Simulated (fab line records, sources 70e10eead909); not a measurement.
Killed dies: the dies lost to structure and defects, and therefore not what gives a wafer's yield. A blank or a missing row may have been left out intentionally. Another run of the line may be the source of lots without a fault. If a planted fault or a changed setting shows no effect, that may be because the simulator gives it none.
Matching of chambers | flow nand harc | rie diel-04 running NHARC_A_CONTACT_ETCH_106: 4 sister chambers
The step etches the open film in CF4/O2, target depth 90 nm, overetch 9 nm, time 49.5 s. 4 wafers are shown with their chamber, then 6 later ones without.

## WAFERS, EACH WITH ITS CHAMBER
wafer  | chamber | showerhead plenum p Torr (Torr)
L322.2 | 0       | 1.24
L322.6 | 2       | 1.38
L326.1 | 3       | 1.41
L326.3 | 1       | 1.29

## WAFERS WITH NO CHAMBER GIVEN
wafer  | showerhead plenum p Torr (Torr)
L326.5 | 1.29
L333.1 | 1.41
L333.2 | 1.29
L341.3 | 1.44
L341.4 | 1.41
L341.6 | 1.44

## THE CHAMBER EACH PASSED THROUGH
wafer  | from the rows above     | in truth
L326.5 | 1                       | 1
L333.1 | can't be placed: 3 or 2 | 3
L333.2 | 1                       | 1
L341.3 | can't be placed: 3 or 2 | 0
L341.4 | can't be placed: 3 or 2 | 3
L341.6 | can't be placed: 3 or 2 | 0
Correct placement for 2 of the 6. Can't be placed from these rows: 4 (the true chamber is among the candidates in 2). Placed wrongly: 0.
How it was worked out, from the rows above alone: a wafer's distance from a chamber is the root of the sum, over the readings, of the square of ((its reading less the chamber's mean) divided by the reading's scatter). If the next closest chamber is less than 2 further off than the closest, the wafer can't be placed; otherwise it belongs to the closest. The mean given for a chamber averages the wafers shown for that chamber. The scatter (one wafer shown for each chamber): square how far every hidden wafer sits from the nearest shown wafer, average those squares and take the square root.
